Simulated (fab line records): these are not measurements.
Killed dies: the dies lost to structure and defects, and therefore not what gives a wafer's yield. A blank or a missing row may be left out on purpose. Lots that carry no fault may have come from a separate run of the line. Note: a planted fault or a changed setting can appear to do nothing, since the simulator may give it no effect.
fab line records ; flow nand_harc
record lots=10; wafers=30; last_day=33
route steps=1302 shown A_CHANNEL_HOLE_D1@468 END@1302
lots untouched by any fault: they come from a run of this same line in which no faults occurred
start_h: hours from the record's first day to the start of the lot's first wafer shown ; wait_h: hours from the lot's prior step to this one ; " unchanged from the row above ; L1.1+2: several wafers, shown together as one row ; - value missing, or start not given ; * or withheld: withheld ; < > ~ a bound
route shown NAME@n: NAME is a module with steps in the file, n the number in the route of the first one ; usual: the fault-free wafers' mean and standard deviation ; same: alike in all rows ; chamber/n: place in a boat ; sites: the reading at each site ; _std_site: the values' standard deviation ; _edge_site: inner sites' mean taken away from outer sites' mean ; radius_mm: how far each site lies from the wafer's centre ; mask NAME#n: copy n ; behind: the tool/chamber that last shaped the wafer ; hold: what put the lot on hold/how long, in hours/how the hold closed ; device: which transistor (n, p or np) failed to switch ; end of line: the route-end tests of the same wafers ; where a step has no rows: the recipe by itself ; killed: count of dies lost to structure and defects at first sort (not the wafer's yield) ; map: a wafer's dies, x killed, . not, _ none there
set.NAME: the setting the step ran with; set.NAME@STEP: the setting that earlier step ran with ; model.NAME: the simulator's own value behind a step, which no gauge read
one table for each step of the route and one row for each wafer, over a sample of lots
services: when a tool's chamber went out of use (start_h, in hours from the record's first day, below 0 if earlier), for how many hours, and the reason
## steps
# step NHARC_A_CHANNEL_HOLE_D1_ETCH_34
# recipe target_depth_a=1540; time_s=77; cf4_flow_sccm=100; chf3_flow_sccm=30; ar_flow_sccm=0; rf_w=500; bias_w=200; chemistry=CF4/CHF3
# usual bias_w=200.1/0.59; cf4_flow_sccm=100.0/0.32; chf3_flow_sccm=30.01/0.092; drypump_motor_current_A=5.69/0.27; oes_product_au=0.950/0.024; rf_vpp_V=370.7/2.2; showerhead_plenum_p_Torr=1.58/0.063; throttle_valve_pct=16.802/0.0078
lot.wafer;tool;chamber;start_h;wait_h;bias_w;cf4_flow_sccm;chf3_flow_sccm;drypump_motor_current_A;oes_product_au;rf_hours_counter_h;rf_vpp_V;showerhead_plenum_p_Torr;throttle_valve_pct
L687.2;rie_diel-03;2;-;-;200.4;100.0;29.97;5.98;0.936;4;371.5;1.64;16.811
L687.3;rie_diel-03;3;-;-;200.1;100.0;29.93;5.64;0.940;4;368.4;1.55;16.790
L687.6;rie_diel-03;2;-;-;200.6;99.8;29.89;5.99;0.926;-;373.3;1.64;16.803
L690.4;rie_diel-03;0;-;-;200.1;99.9;30.00;5.65;0.964;6;374.1;1.67;16.797
L690.3;rie_diel-03;2;-;-;200.2;100.0;30.16;5.98;0.978;7;373.4;1.64;16.808
L690.5;rie_diel-03;3;-;-;200.9;100.0;30.11;5.65;0.952;-;369.3;1.55;16.796
L694.3;rie_diel-03;1;-;-;199.8;99.7;30.11;5.54;0.988;11;369.8;1.51;16.804
L694.1;rie_diel-03;0;-;-;199.4;99.8;30.02;5.68;0.986;10;373.8;1.67;16.801
L694.5;rie_diel-03;1;-;-;200.1;100.4;30.02;5.49;0.986;-;369.3;1.51;16.806
L693.3;rie_diel-03;0;-;-;200.3;100.4;30.03;5.64;0.920;10;372.8;1.67;16.812
L693.6;rie_diel-03;1;-;-;199.9;99.8;30.08;5.48;0.937;-;369.0;1.51;16.807
L693.5;rie_diel-03;2;-;-;200.7;100.0;30.08;5.96;0.931;-;374.4;1.64;16.797
L697.4;rie_diel-09;1;-;-;200.5;100.1;30.04;6.21;0.934;50;369.1;1.52;16.798
L697.5;rie_diel-09;0;-;-;198.7;99.7;29.95;5.67;0.926;-;367.9;1.51;16.793
L697.6;rie_diel-09;1;-;-;200.7;100.0;29.86;6.24;0.937;-;368.6;1.52;16.796
L701.2;rie_diel-03;1;-;-;199.8;100.0;30.20;5.49;0.955;3;368.9;1.51;16.808
L701.4;rie_diel-03;2;-;-;199.9;100.6;29.91;6.03;0.954;3;373.2;1.64;16.804
L701.5;rie_diel-03;1;-;-;201.1;99.8;30.15;5.46;0.957;-;368.8;1.51;16.791
L706.4;rie_diel-01;3;-;-;200.1;100.2;30.00;5.22;0.930;41;368.2;1.49;16.806
L706.3;rie_diel-01;0;-;-;199.4;99.6;30.14;5.67;0.916;40;368.7;1.55;16.806
L706.2;rie_diel-01;2;-;-;199.4;100.4;30.04;5.90;0.934;37;367.6;1.49;16.815
L707.4;rie_diel-03;2;-;-;199.7;100.4;29.96;5.99;0.939;8;374.2;1.64;16.792
L707.2;rie_diel-03;0;-;-;199.8;100.2;29.86;5.63;0.930;7;373.0;1.66;16.800
L707.5;rie_diel-03;1;-;-;200.2;100.8;29.82;5.47;0.920;-;368.0;1.51;16.811
L708.4;rie_diel-09;1;-;-;199.7;99.7;29.90;6.22;0.936;22;369.3;1.51;16.811
L708.1;rie_diel-09;2;-;-;199.4;99.9;30.05;5.84;0.949;23;372.2;1.58;16.817
L708.2;rie_diel-09;3;-;-;201.2;100.3;30.11;5.77;0.940;13;371.1;1.61;16.802
L710.2;rie_diel-03;3;-;-;200.7;99.5;30.03;5.65;0.926;11;369.4;1.55;16.814
L710.1;rie_diel-03;2;-;-;201.1;100.1;29.94;5.98;0.935;11;373.2;1.64;16.798
L710.5;rie_diel-03;0;-;-;199.4;99.8;30.04;5.64;0.924;-;373.3;1.66;16.795
# step NHARC_A_CHANNEL_HOLE_D1_ETCH_20
# recipe bias_v=3000; source_w=withheld; pressure_mtorr=20; time_s=361.9; ar_flow_sccm=375; c4f8_flow_sccm=89.3; o2_flow_sccm=35.7; temp_c=-20; target_depth_a=16000; chemistry=C4F8/O2/Ar
# usual c4f8_flow_sccm=89.33/0.26; chamber_pressure_mTorr=20.003/0.018; drypump_motor_current_A=5.96/0.24; he_backside_leak_sccm=6.6/0.37; showerhead_plenum_p_Torr=3.60/0.12; throttle_valve_pct=32.155/0.0089
lot.wafer;tool;chamber;start_h;wait_h;c4f8_flow_sccm;chamber_pressure_mTorr;drypump_motor_current_A;he_backside_leak_sccm;rf_hours_counter_h;showerhead_plenum_p_Torr;throttle_valve_pct
L687.2;har_etch-01;0;177.22;0.1;89.43;20.000;5.83;7.7;88;3.74;32.168
L687.3;har_etch-01;1;177.22;0.1;88.97;20.021;5.86;5.9;-;3.57;32.154
L687.6;har_etch-01;1;177.22;0.1;89.17;20.033;5.84;5.9;-;3.57;32.145
L690.3;har_etch-01;0;211.24;0.2;88.83;20.001;5.82;6.3;-;3.73;32.160
L690.4;har_etch-01;1;211.24;0.2;88.87;20.001;5.88;6.4;-;3.56;32.158
L690.5;har_etch-01;1;211.24;0.2;88.91;20.026;5.88;6.3;-;3.56;32.160
L694.1;har_etch-02;0;247.77;0.1;89.41;20.022;5.87;6.9;332;3.75;32.151
L694.3;har_etch-02;0;247.77;0.1;89.64;20.002;5.84;7.1;-;3.75;32.139
L694.5;har_etch-02;0;247.77;0.1;89.33;20.018;5.87;6.4;-;3.75;32.169
L693.3;har_etch-01;0;249.66;0.2;89.37;20.004;5.84;6.6;-;3.72;32.151
L693.5;har_etch-01;0;249.66;0.2;89.58;19.997;5.86;6.2;-;3.72;32.152
L693.6;har_etch-01;1;249.66;0.2;89.92;20.016;5.85;6.6;-;3.55;32.170
L697.4;har_etch-01;0;289.97;0.2;89.57;19.999;5.82;6.4;-;3.71;32.160
L697.6;har_etch-01;0;289.97;0.2;89.59;20.008;5.81;7.0;-;3.70;32.149
L697.5;har_etch-01;1;289.97;0.2;89.44;19.994;5.84;7.1;-;3.53;32.146
L701.2;har_etch-02;1;331.49;0.1;89.72;19.984;6.48;6.4;370;3.40;32.154
L701.4;har_etch-02;0;331.49;0.1;89.49;20.009;5.85;7.1;-;3.71;32.155
L701.5;har_etch-02;0;331.49;0.1;89.86;19.981;5.86;7.2;-;3.71;32.170
L706.2;har_etch-01;1;369.91;0.1;89.52;19.986;5.86;6.7;202;3.51;32.150
L706.3;har_etch-01;1;369.91;0.1;89.31;20.001;5.86;6.7;-;3.51;32.159
L706.4;har_etch-01;0;369.91;0.1;89.41;20.005;5.83;6.6;-;3.68;32.155
L707.2;har_etch-01;0;384.99;0.1;89.17;19.998;5.81;7.0;206;3.68;32.164
L707.4;har_etch-01;1;384.99;0.1;89.36;20.035;5.88;6.6;-;3.51;32.155
L707.5;har_etch-01;1;384.99;0.1;89.58;19.992;5.87;7.0;-;3.51;32.162
L708.2;har_etch-01;1;397.37;0.1;89.46;20.023;5.87;6.8;218;3.50;32.151
L708.1;har_etch-01;0;397.37;0.1;89.19;19.987;5.81;6.5;218;3.67;32.157
L708.4;har_etch-01;0;397.37;0.1;89.21;20.029;5.83;6.5;-;3.67;32.151
L710.2;har_etch-01;0;423.43;0.1;89.35;20.014;5.82;6.8;238;3.66;32.147
L710.1;har_etch-01;1;423.43;0.1;89.64;20.009;5.85;6.9;238;3.49;32.177
L710.5;har_etch-01;1;423.43;0.1;89.24;19.995;5.86;7.1;-;3.49;32.138
# step NHARC_A_CHANNEL_HOLE_D1_ETCH_21
# recipe bias_v=3000; source_w=withheld; pressure_mtorr=20; time_s=514.3; ar_flow_sccm=375; c4f8_flow_sccm=89.3; o2_flow_sccm=35.7; temp_c=-20; target_depth_a=16000; chemistry=C4F8/O2/Ar
# usual c4f8_flow_sccm=89.31/0.26; chamber_pressure_mTorr=19.998/0.019; drypump_motor_current_A=5.96/0.24; he_backside_leak_sccm=6.7/0.61; showerhead_plenum_p_Torr=3.60/0.12; throttle_valve_pct=32.155/0.0088
lot.wafer;tool;chamber;start_h;wait_h;c4f8_flow_sccm;chamber_pressure_mTorr;drypump_motor_current_A;he_backside_leak_sccm;rf_hours_counter_h;showerhead_plenum_p_Torr;throttle_valve_pct
L687.2;har_etch-01;0;177.55;0.3;89.44;20.002;5.80;6.0;88;3.74;32.164
L687.3;har_etch-01;1;177.55;0.3;89.44;20.015;5.87;6.3;-;3.57;32.171
L687.6;har_etch-01;1;177.55;0.3;88.93;19.997;5.86;6.4;-;3.57;32.148
L690.3;har_etch-01;0;211.59;0.3;89.18;19.998;5.83;6.1;-;3.73;32.158
L690.4;har_etch-01;1;211.59;0.3;89.16;19.998;5.88;6.2;-;3.56;32.138
L690.5;har_etch-01;1;211.59;0.3;89.32;20.008;5.88;6.5;-;3.56;32.167
L694.1;har_etch-02;0;248.08;0.3;89.64;20.025;5.88;6.4;332;3.75;32.167
L694.3;har_etch-02;0;248.08;0.3;89.58;20.003;5.87;6.5;-;3.75;32.162
L694.5;har_etch-02;0;248.08;0.3;89.33;20.022;5.89;6.2;-;3.75;32.157
L693.3;har_etch-01;0;250.02;0.3;89.07;20.010;5.85;6.2;-;3.72;32.162
L693.5;har_etch-01;0;250.02;0.3;89.20;20.002;5.84;6.2;-;3.72;32.167
L693.6;har_etch-01;1;250.02;0.3;89.34;20.007;5.86;6.5;-;3.55;32.152
L697.4;har_etch-01;0;290.33;0.3;89.68;19.960;5.80;6.7;-;3.70;32.147
L697.6;har_etch-01;0;290.33;0.3;89.40;19.977;5.82;6.5;-;3.70;32.147
L697.5;har_etch-01;1;290.33;0.3;88.80;20.015;5.84;6.9;-;3.53;32.147
L701.2;har_etch-02;1;331.83;0.3;89.50;19.987;6.49;6.2;370;3.40;32.152
L701.4;har_etch-02;0;331.83;0.3;89.71;20.031;5.89;6.9;-;3.71;32.147
L701.5;har_etch-02;0;331.83;0.3;89.70;20.025;5.89;6.9;-;3.71;32.143
L706.2;har_etch-01;1;370.22;0.3;89.44;19.978;5.85;6.7;203;3.51;32.149
L706.3;har_etch-01;1;370.22;0.3;89.60;19.985;5.84;6.9;-;3.51;32.158
L706.4;har_etch-01;0;370.22;0.3;89.48;20.004;5.83;7.2;-;3.68;32.168
L707.2;har_etch-01;0;385.32;0.3;88.87;20.015;5.83;6.4;207;3.68;32.153
L707.4;har_etch-01;1;385.32;0.3;89.74;19.990;5.86;6.9;-;3.51;32.143
L707.5;har_etch-01;1;385.32;0.3;89.93;19.996;5.86;6.6;-;3.51;32.149
L708.2;har_etch-01;1;397.68;0.3;89.30;19.986;5.86;6.8;218;3.50;32.154
L708.1;har_etch-01;0;397.68;0.3;89.13;19.970;5.83;6.8;218;3.67;32.166
L708.4;har_etch-01;0;397.68;0.3;89.38;20.020;5.81;7.2;-;3.67;32.135
L710.2;har_etch-01;0;423.74;0.3;89.60;20.002;5.83;7.2;238;3.66;32.165
L710.1;har_etch-01;1;423.74;0.3;89.35;19.993;5.85;7.1;238;3.49;32.150
L710.5;har_etch-01;1;423.74;0.3;89.27;20.005;5.86;7.2;-;3.49;32.154
# step NHARC_A_CHANNEL_HOLE_D1_ETCH_26
# recipe bias_v=300; source_w=2000; pressure_mtorr=30; time_s=224.1; ar_flow_sccm=375; c4f8_flow_sccm=11.4; o2_flow_sccm=113.6; temp_c=-20; target_depth_a=3000; chemistry=C4F8/O2/Ar
# usual bias_v=300/3.2; c4f8_flow_sccm=11.40/0.035; drypump_motor_current_A=5.96/0.24; he_backside_leak_sccm=6.7/0.38; showerhead_plenum_p_Torr=3.64/0.13; throttle_valve_pct=24.584/0.0096
lot.wafer;tool;chamber;start_h;wait_h;bias_v;c4f8_flow_sccm;drypump_motor_current_A;he_backside_leak_sccm;rf_hours_counter_h;showerhead_plenum_p_Torr;throttle_valve_pct
L687.2;har_etch-01;0;180.85;0.6;304;11.44;5.86;6.0;91;3.79;24.602
L687.3;har_etch-01;1;180.85;0.6;303;11.37;5.88;6.4;-;3.60;24.590
L687.6;har_etch-01;1;180.85;0.6;299;11.35;5.87;6.3;-;3.61;24.567
L690.3;har_etch-01;0;214.86;0.5;300;11.36;5.83;6.1;-;3.78;24.565
L690.4;har_etch-01;1;214.86;0.5;298;11.47;5.86;6.5;-;3.59;24.598
L690.5;har_etch-01;1;214.86;0.5;300;11.41;5.87;6.6;-;3.59;24.599
L694.1;har_etch-02;0;251.42;0.7;302;11.39;5.90;6.4;335;3.79;24.589
L694.3;har_etch-02;0;251.42;0.7;304;11.42;5.89;6.7;-;3.79;24.577
L694.5;har_etch-02;0;251.42;0.7;299;11.44;5.90;6.7;-;3.79;24.595
L693.3;har_etch-01;0;253.29;0.5;299;11.41;5.81;6.1;-;3.76;24.575
L693.5;har_etch-01;0;253.29;0.5;302;11.40;5.83;6.3;-;3.76;24.571
L693.6;har_etch-01;1;253.29;0.5;299;11.49;5.85;6.6;-;3.58;24.580
L697.4;har_etch-01;0;293.59;0.5;301;11.40;5.81;6.2;-;3.75;24.585
L697.6;har_etch-01;0;293.59;0.5;297;11.47;5.82;6.2;-;3.75;24.576
L697.5;har_etch-01;1;293.59;0.5;306;11.39;5.86;6.3;-;3.57;24.592
L701.2;har_etch-02;1;335.15;0.6;302;11.42;6.49;6.4;374;3.43;24.586
L701.4;har_etch-02;0;335.15;0.6;299;11.38;5.90;6.7;-;3.76;24.583
L701.5;har_etch-02;0;335.15;0.6;298;11.38;5.88;6.7;-;3.76;24.577
L706.2;har_etch-01;1;373.53;0.7;-;-;-;-;-;-;-
L706.3;har_etch-01;1;373.53;0.7;-;-;-;-;-;-;-
L706.4;har_etch-01;0;373.53;0.7;-;-;-;-;-;-;-
L707.2;har_etch-01;0;388.60;0.6;-;-;-;-;-;-;-
L707.4;har_etch-01;1;388.60;0.6;-;-;-;-;-;-;-
L707.5;har_etch-01;1;388.60;0.6;-;-;-;-;-;-;-
L708.2;har_etch-01;1;401.03;0.7;300;11.44;5.88;6.6;222;3.53;24.590
L708.1;har_etch-01;0;401.03;0.7;297;11.38;5.81;7.1;222;3.71;24.592
L708.4;har_etch-01;0;401.03;0.7;294;11.37;5.81;7.2;-;3.71;24.582
L710.2;har_etch-01;0;427.08;0.7;299;11.40;5.86;7.5;241;3.70;24.587
L710.1;har_etch-01;1;427.08;0.7;301;11.44;5.86;7.1;241;3.52;24.583
L710.5;har_etch-01;1;427.08;0.7;299;11.47;5.88;7.0;-;3.52;24.581
# step NHARC_END_SORT_01
# recipe temp_c=25
# usual killed_at_array=59/17; killed_at_other=0.7/0.9; killed_at_periphery=3.6/2.3; killed_dies=63/18; killed_open=3.4/1.9; killed_short=2.6/1.7
# same gross_dies=677
lot.wafer;tool;chamber;start_h;wait_h;killed_at_array;killed_at_other;killed_at_periphery;killed_dies;killed_open;killed_short
L706.2;prober-02;0;745.22;2.8;670;0;7;677;1;1
L706.3;prober-02;0;746.01;3.1;668;2;7;677;7;2
L706.4;prober-02;0;746.81;3.4;673;0;4;677;0;1
L707.2;prober-02;0;784.24;2.8;674;1;2;677;2;6
L707.4;prober-02;0;785.82;3.4;674;2;1;677;5;3
L707.5;prober-02;0;786.61;3.7;673;3;1;677;4;1
# killed by level:class
L706.2 A_CHANNEL_HOLE_D1:area_etch=615 A_CHANNEL_HOLE_D2:chamber_film_flake=26 A_CHANNEL_HOLE_D1:chamber_film_flake=17 A_SLIT:chamber_film_flake=7 P_CONTACT:chamber_film_flake=4 P_GATE:chamber_film_flake=2 A_CHANNEL_HOLE_D2:geometric_particle:short=1 A_SGD_CUT:geometric_particle:open=1
L706.3 A_CHANNEL_HOLE_D1:area_etch=617 A_CHANNEL_HOLE_D2:chamber_film_flake=25 A_CHANNEL_HOLE_D1:chamber_film_flake=11 A_M0:geometric_particle:open=3 P_GATE:chamber_film_flake=3 P_CONTACT:chamber_film_flake=3 A_CHANNEL_FILL_D1:geometric_particle:open=2 A_SLIT:chamber_film_flake=2
L706.4 A_CHANNEL_HOLE_D1:area_etch=627 A_CHANNEL_HOLE_D2:chamber_film_flake=24 A_SLIT:chamber_film_flake=8 A_CHANNEL_HOLE_D1:chamber_film_flake=7 P_CONTACT:chamber_film_flake=3 A_CONTACT:chamber_film_flake=3 A_STAIRCASE:geometric_particle:short=1 P_STI:chamber_film_flake=1
L707.2 A_CHANNEL_HOLE_D1:area_etch=637 A_CHANNEL_HOLE_D1:chamber_film_flake=12 A_SLIT:chamber_film_flake=8 A_STAIRCASE:chamber_film_flake=6 A_CHANNEL_FILL_D1:chamber_film_flake=2 A_CONTACT:chamber_film_flake=2 A_CHANNEL_FILL_D1:geometric_particle:open=1 A_DECK1_JOINT:geometric_particle:short=1
L707.4 A_CHANNEL_HOLE_D1:area_etch=643 A_CHANNEL_HOLE_D1:chamber_film_flake=14 A_SLIT:chamber_film_flake=5 A_STAIRCASE:chamber_film_flake=3 THIN_TSV:chamber_film_flake=2 P_GATE:geometric_particle:short=1 A_DECK1_JOINT:geometric_particle:short=1 A_ONON_D1:geometric_particle:short=1
L707.5 A_CHANNEL_HOLE_D1:area_etch=640 A_CHANNEL_HOLE_D1:chamber_film_flake=16 A_SLIT:chamber_film_flake=5 A_STAIRCASE:chamber_film_flake=3 A_M0:geometric_particle:open=2 THIN_TSV:chamber_film_flake=2 A_CHANNEL_HOLE_D2:geometric_particle:open=1 A_WL_FILL:geometric_particle:open=1
## services
tool;chamber;start_h;hours;kind
rie_diel-03;0;162.30;-;clean
rie_diel-03;1;162.30;-;clean
rie_diel-03;2;162.30;-;clean
rie_diel-03;3;162.30;-;clean
rie_diel-03;0;172.44;2.6;repair
rie_diel-03;0;186.80;-;clean
rie_diel-03;1;186.80;-;clean
rie_diel-03;2;186.80;-;clean
rie_diel-03;3;186.80;-;clean
rie_diel-01;2;187.54;16.3;repair
rie_diel-01;-;203.84;9.0;pm
rie_diel-03;0;228.52;3.2;repair
rie_diel-03;-;281.30;9.0;pm
rie_diel-03;1;310.53;5.6;repair
rie_diel-01;-;318.47;29.9;repair
rie_diel-09;-;322.32;9.0;pm
rie_diel-03;-;340.38;2.4;repair
rie_diel-01;2;348.93;9.0;repair
rie_diel-01;1;359.08;9.7;repair
har_etch-01;-;377.65;4.9;repair
rie_diel-09;0;380.91;7.5;repair
rie_diel-01;-;381.23;9.0;pm
har_etch-02;-;387.28;17.0;pm
har_etch-02;-;414.25;12.5;repair
## key
first_sign step=NHARC_A_CHANNEL_HOLE_D1_ETCH_26; reading=tool_record; direction=missing
effect step=NHARC_END_SORT_01; reading=killed_at_array; direction=up; sigmas=36; usual=59; struck=672
more_kills_born_at NHARC_A_CHANNEL_HOLE_D1_ETCH_26@har_etch-01=3779
met_at NHARC_A_CHANNEL_HOLE_D1_ETCH_26
struck_lots L706,L707
later_rows_left_out L706.2,L706.3,L706.4,L707.2,L707.4,L707.5
tester_left_out L706,L707
not_acting_at NHARC_A_CHANNEL_HOLE_D1_ETCH_34,NHARC_A_CHANNEL_HOLE_D1_ETCH_20,NHARC_A_CHANNEL_HOLE_D1_ETCH_21
onset_between 293.59 373.53
fault kind=skipped_step_whole; tool=har_etch-01; chamber=-; onset_h=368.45; steps=NHARC_A_CHANNEL_HOLE_D1_ETCH_26; scope=struck_lots_only
# tester_left_out: of these lots the tester's yield and bins aren't shown, on N5 and GAA mostly nor the transistor test; their killed dies are dies lost to structure and defects alone, not to doping, threshold or leakage, so they don't give the yield
# later_rows_left_out: the simulator's readings of these wafers behind a module that went badly wrong aren't trusted and aren't shown, but for the sort
